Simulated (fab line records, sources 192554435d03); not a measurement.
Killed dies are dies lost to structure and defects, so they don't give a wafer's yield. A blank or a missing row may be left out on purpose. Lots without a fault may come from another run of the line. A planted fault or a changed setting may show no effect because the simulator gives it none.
Chamber matching | flow n5_finfet | N5_BEOL_M1_DESCUM_16 on rie_diel-03: 4 sister chambers
The step chemistry O2, time 7 s. 22 wafers are shown with their chamber, then 11 later ones without.

WAFERS WITH THEIR CHAMBER
wafer  | chamber | drypump_motor_current_A (A) | showerhead_plenum_p_Torr (Torr) | throttle_valve_pct (%)
L074.1 | 2       | 5.4                         | 2.22                            | 20.71
L074.2 | 3       | 4.7                         | 2.04                            | 20.57
L074.3 | 1       | 5.9                         | 2.14                            | 20.33
L074.4 | 0       | 5.2                         | 1.98                            | 20.67
L074.5 | 0       | 5.2                         | 1.99                            | 20.66
L074.6 | 1       | 5.9                         | 2.14                            | 20.31
L078.3 | 1       | 5.9                         | 2.14                            | 20.35
L078.5 | 3       | 4.8                         | 2.04                            | 20.58
L078.6 | 0       | 5.2                         | 1.98                            | 20.66
L079.2 | 0       | 5.2                         | 1.98                            | 20.68
L079.4 | 3       | 4.7                         | 2.04                            | 20.59
L079.5 | 1       | 6.0                         | 2.14                            | 20.32
L080.3 | 3       | 4.8                         | 2.04                            | 20.58
L080.5 | 1       | 5.9                         | 2.13                            | 20.34
L080.6 | 2       | 5.4                         | 2.21                            | 20.74
L086.1 | 1       | 5.9                         | 2.13                            | 20.37
L086.2 | 2       | 5.4                         | 2.21                            | 20.74
L086.3 | 0       | 5.2                         | 1.98                            | 20.69
L086.4 | 3       | 4.7                         | 2.03                            | 20.61
L086.5 | 0       | 5.2                         | 1.98                            | 20.70
L086.6 | 3       | 4.7                         | 2.03                            | 20.60
L090.3 | 3       | 4.7                         | 2.03                            | 20.63

SIGNATURES (means of the wafers above)
reading                  | chamber 0 | chamber 1 | chamber 2 | chamber 3 | scatter within a chamber
drypump_motor_current_A  | 5.200     | 5.917     | 5.400     | 4.729     | 0.0354
showerhead_plenum_p_Torr | 1.9817    | 2.1367    | 2.2133    | 2.0357    | 0.00503
throttle_valve_pct       | 20.6767   | 20.3367   | 20.7300   | 20.5943   | 0.0195
Rule: a wafer's distance from a chamber is the root of the sum, over the readings, of the square of ((its reading less the chamber's mean) divided by the reading's scatter). The wafer belongs to the nearest chamber; if the next one is less than 2 further off, it can't be placed. The scatter: the root of (the sum of the squares of (reading less its chamber's mean) over the shown wafers, divided by (wafers less chambers)).

WAFERS WITHOUT THEIR CHAMBER
wafer  | drypump_motor_current_A (A) | showerhead_plenum_p_Torr (Torr) | throttle_valve_pct (%)
L090.5 | 5.9                         | 2.13                            | 20.37
L090.6 | 5.4                         | 2.21                            | 20.74
L091.2 | 4.8                         | 2.03                            | 20.63
L091.4 | 5.9                         | 2.13                            | 20.36
L091.5 | 5.4                         | 2.21                            | 20.76
L095.3 | 4.7                         | 2.03                            | 20.64
L095.4 | 5.9                         | 2.12                            | 20.38
L095.5 | 4.7                         | 2.03                            | 20.66
L096.3 | 5.2                         | 2.23                            | 20.35
L096.4 | 5.9                         | 2.12                            | 20.39
L096.5 | 5.9                         | 2.12                            | 20.39

WHICH CHAMBER EACH WENT THROUGH
wafer  | from the rows above | in truth
L090.5 | 1                   | 1
L090.6 | 2                   | 2
L091.2 | 3                   | 3
L091.4 | 1                   | 1
L091.5 | 2                   | 2
L095.3 | 3                   | 3
L095.4 | 1                   | 1
L095.5 | 3                   | 3
L096.3 | 2                   | 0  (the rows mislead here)
L096.4 | 1                   | 1
L096.5 | 1                   | 1
Placed correctly: 10 of 11. Can't be placed from these rows: 0. Placed wrongly: 1.
